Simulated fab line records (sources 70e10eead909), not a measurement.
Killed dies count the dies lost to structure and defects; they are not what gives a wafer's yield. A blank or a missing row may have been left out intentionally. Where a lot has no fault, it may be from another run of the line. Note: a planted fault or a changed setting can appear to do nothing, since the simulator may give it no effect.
The same fault as seen by 3 desks ; flow nandHarc ; only its own numbers are on each desk; what lay behind them is given at the end

## THE METROLOGY DESK
What the gauges read, lot by lot, whatever tool the lot ran on: means of the sampled wafers that have a number. The brackets show how far a lot's mean lies from the usual mean; more than 4 standard deviations puts the lot out of limits, marked OUT.
Columns: A = cdNm at NHARC_P_ZERO_WELL_CD_MEAS_52, usual 1999.3 nm; B = overlayXNm at NHARC_P_STI_OVL_MEAS_10, usual -2 nm; C = overlayYNm at NHARC_P_STI_OVL_MEAS_10, usual 0 nm
lot;first seen here;A;B;C
L876;day 2 02:12;1998.1;-5;-9
L877;day 2 12:06;2001.0;-2;-3
L881;day 4 03:53;1987.7 (-5.3) OUT;-3;-4
L882;day 4 16:07;1988.6 (-4.9) OUT;-4;1
L887;day 6 15:53;1989.6 (-4.4) OUT;-3;0
L889;day 7 11:40;1996.9;2;-4
L890;day 7 21:40;1998.2;-5;3
L892;day 8 17:40;1996.5;1;3
L894;day 9 13:53;2001.0;1;1
L896;day 10 09:44;1999.1;3;3
L897;day 10 19:40;1999.8;-4;-12
L899;day 11 15:56;1999.7;1;8
This desk's finding: out of limits on L881, L882, L887; first on L881, day 4 03:53 (cdNm at NHARC_P_ZERO_WELL_CD_MEAS_52). In limits: L876, L877, L889, L890, L892, L894, L896, L897, L899.

## AT THE TOOL OWNER'S DESK: krfScanner-04
The tool's own readings at NHARC_P_ZERO_WELL_EXPOSE_49 (exposes mask P HVPW, target cd 2000 nm): means of the sampled wafers that have a number, for each lot that ran on this tool. The brackets show how far a lot's mean lies from the usual mean; more than 4 standard deviations puts the lot out of limits, marked OUT.
Columns: A = exposureDoseMJCm2 at NHARC_P_ZERO_WELL_EXPOSE_49, usual 22.638; B = stageVelMmS at NHARC_P_ZERO_WELL_EXPOSE_49, usual 500.06 mm/s
lot;first seen here;A;B
L876;day 2 02:02;22.649;500.24
L877;day 2 11:56;22.610;500.29
L881;day 4 03:44;21.280 (-62) OUT;500.11
L882;day 4 15:58;21.256 (-63) OUT;500.43
L887;day 6 15:44;21.256 (-63) OUT;499.83
This desk's finding: out of limits on L881, L882, L887; first on L881, day 4 03:44 (exposureDoseMJCm2 at NHARC_P_ZERO_WELL_EXPOSE_49). In limits: L876, L877.

## THE DEFECT DESK
Per lot, the means of the sampled wafers with a number show what the inspections along the route counted. The brackets show how far a lot's mean lies from the usual mean; more than 4 standard deviations puts the lot out of limits, marked OUT.
Columns: A = rawDefectCount at NHARC_P_STI_INSPECT_11, usual 5.6
lot;first seen here;A
L876;day 3 06:56;6.3
L877;day 3 07:06;6.0
L881;day 4 21:37;5.0
L882;day 5 08:30;4.7
L887;day 7 12:38;4.0
L889;day 8 04:54;4.7
L890;day 8 14:43;5.7
L892;day 9 11:32;6.7
L894;day 10 11:28;7.7
L896;day 11 04:08;8.7
L897;day 11 14:14;6.0
L899;day 12 10:55;10.7
Result from this desk: across the 12 lots, nothing is out of limits.

## BROUGHT TOGETHER
The tool owner's desk had the chance to raise an alarm at day 4 03:44 on L881, L882, L887.
The metrology desk could have raised an alarm at day 4 03:53, on L881, L882, L887.
The defect desk saw nothing out of limits.
The defect desk has L881, L882, L887 on record, within its limits.
The lots listed all ran NHARC_P_ZERO_WELL_EXPOSE_49 on krfScanner-04.

## WHAT THE SIMULATOR HAD PUT IN
Drift in process parameters on krfScanner-04 at NHARC_P_ZERO_WELL_EXPOSE_49, starting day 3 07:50. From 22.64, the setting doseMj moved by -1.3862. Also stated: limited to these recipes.
Shown lots that were struck: L881, L882, L887.
Hours from the fault's start to each desk's first reading out of limits: the tool owner's desk, 20; the metrology desk, 20.
